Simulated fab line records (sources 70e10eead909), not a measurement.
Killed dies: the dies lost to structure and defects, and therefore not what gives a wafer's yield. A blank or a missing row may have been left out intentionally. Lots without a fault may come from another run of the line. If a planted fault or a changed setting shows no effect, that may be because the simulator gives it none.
A lot that was struck, set against a sound lot :: flow nand-harc :: 22 steps out of a route of 1302
Sound: wafers L829.3, L829.5, L829.6. Wafers struck: L832.1, L832.2, L832.3. At the end, the cause is stated.
Per side, at each step with rows, come the tool, then ch with its chambers, and then its first start. Under that, the readings that differ: sound wafers :: struck wafers :: difference of the means :: sigmas: that difference in standard deviations of wafers without a fault.
alike: same words and numbers on both sides, and readings whose means sit less than 2 such deviations apart. not compared: any withheld reading, any reading some wafer has no value for, any bound like >300 that may hide the same value, and any number with overlapping values for which the record gives no deviation.
Wherever a step has rows on one side only, a row that says differs or no value, or a row with sigmas, the two part there. When numbers do not overlap yet have no deviation, they are printed without sigmas and do not part them. Lack of a reading on every wafer of one side parts them only where that side has two or more wafers.

NHARC_P_CONTACT_CVD_23: deposits W, target thk 200 nm, time 557 s.
  sound: cvd-w-02 ch 0,1; struck: cvd-w-01 ch 0,1
  alike: heater-power-w, throttle-valve-pct
NHARC_P_CONTACT_CMP_24: polishes, t overpolish 30 s, target thk 200 nm.
  sound on cmp-02 ch 1,2, day 10 20:52; struck on cmp-02 ch 0,1,2, day 12 05:53
  alike: motor-current-A, overpolish-run-s, retaining-ring-pressure-frac, slurry-filter-dp-kPa, time-to-endpoint-s
following that, these wafers have no rows for 1 step: NHARC_P_CONTACT_SRD_26.
NHARC_P_CONTACT_INSPECT_27:
  sound: defect-inspect-01 at day 10 21:14; struck: defect-inspect-02 at day 12 06:17
  alike: raw-defect-count
then, 7 steps without rows for these wafers: NHARC_P_M0_DEP_00 (deposits SiOC, target thk 150 nm); NHARC_P_M0_DEHYDRATE_01 (time 120 s); NHARC_P_M0_HMDS_02 (time 30 s); NHARC_P_M0_COAT_33 (time 65 s); NHARC_P_M0_COAT_03 (resist thk 90 nm); NHARC_P_M0_SOFTBAKE_04 (time 55 s); NHARC_P_M0_EBR_05.
NHARC_P_M0_EXPOSE_06: exposes mask P M0, target cd 90 nm.
  sound on arfi-scanner-01 ch 0, day 10 22:01; struck on arfi-scanner-02 ch 0, day 12 07:04
reading: exposure-dose-mJ-cm2
sound: 80.99 81.02 81.14
struck: 83.51 83.50 83.46
difference: +2.44
sigmas: +24
  alike: mask
then, 2 steps without rows for these wafers: NHARC_P_M0_PEB_07 (peb time 65 s); NHARC_P_M0_DEVELOP_08 (develop time 35 s).
NHARC_P_M0_CD_MEAS_09: target cd 90 nm.
  sound on cd-sem-03 ch 0, day 10 22:08; struck on cd-sem-01 ch 0, day 12 07:13
  alike: cd-nm
NHARC_P_M0_OVL_MEAS_10: pitch 180 nm.
  sound: overlay-01 at day 10 22:14; struck: overlay-02 at day 12 07:17
  alike: overlay-x-nm, overlay-y-nm
NHARC_P_M0_INSPECT_11:
  sound: defect-inspect-02 at day 10 22:16; struck: defect-inspect-01 at day 12 07:20
  alike: raw-defect-count
NHARC_P_M0_DESCUM_14: chemistry O2, time 3 s.
  sound on rie-diel-08 ch 0,1,2, day 10 22:21; struck on rie-diel-08 ch 0,2,3, day 12 07:23
reading: model.P_M0.cd-nm (nm)
sound: 90.02 89.7 89.48
struck: 90.16 90.96 92.17
difference: +1.36
sigmas: 
  alike: drypump-motor-current-A, oes-product-au, rf-vpp-V, showerhead-plenum-p-Torr, throttle-valve-pct
  not compared: rf-hours-counter-h
NHARC_P_M0_ETCH_34: etches the open film in N2/H2, target depth 40 nm, overetch 12 nm, time 43.94 s.
  sound on rie-diel-08 ch 0,1,2, day 10 22:25; struck on rie-diel-08 ch 0,2,3, day 12 07:30
  alike: drypump-motor-current-A, oes-product-au, rf-vpp-V, showerhead-plenum-p-Torr, throttle-valve-pct
  not compared: rf-hours-counter-h
NHARC_P_M0_ETCH_15: etches the open film in C4F8/Ar, target depth 150 nm, overetch 15 nm, time 82.5 s.
  sound: rie-diel-08 ch 1,2,3; struck: rie-diel-08 ch 0,2,3
reading: model.P_M0.cd-nm (nm)
sound: 90.08 89.81 89.96
struck: 90.66 90.81 93.02
difference: +1.55
sigmas: 
  alike: oes-product-au, rf-vpp-V
  not compared: rf-hours-counter-h
NHARC_P_M0_CD_MEAS_16:
  sound: cd-sem-03 at day 10 22:38; struck: cd-sem-03 at day 12 07:44
  alike: cd-nm
-- the record jumps here: 18 days lie between the struck wafers' starts before and after (it left off in module P_M0 and takes up again in module END, whose first step shown is number 1302 of the route) --
NHARC_END_SORT_01:
  sound on prober-02 ch 0, day 29 15:47; struck on prober-02 ch 0, day 30 17:13
  alike: defect-limited-yield, killed-at-array, killed-at-other, killed-at-periphery, killed-dies, killed-open, killed-short

WHERE THEY PART
Only at NHARC_P_M0_EXPOSE_06, as far as this record shows. Later steps at which nothing parts them and some readings are alike: NHARC_P_M0_CD_MEAS_09, NHARC_P_M0_OVL_MEAS_10, NHARC_P_M0_INSPECT_11, NHARC_P_M0_DESCUM_14, NHARC_P_M0_ETCH_34, NHARC_P_M0_ETCH_15, NHARC_P_M0_CD_MEAS_16, NHARC_END_SORT_01.

WHY: whatever the simulator had introduced
Process parameter drift: arfi-scanner-02, from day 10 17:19 on, at NHARC_P_M0_EXPOSE_06. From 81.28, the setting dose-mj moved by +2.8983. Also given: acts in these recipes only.
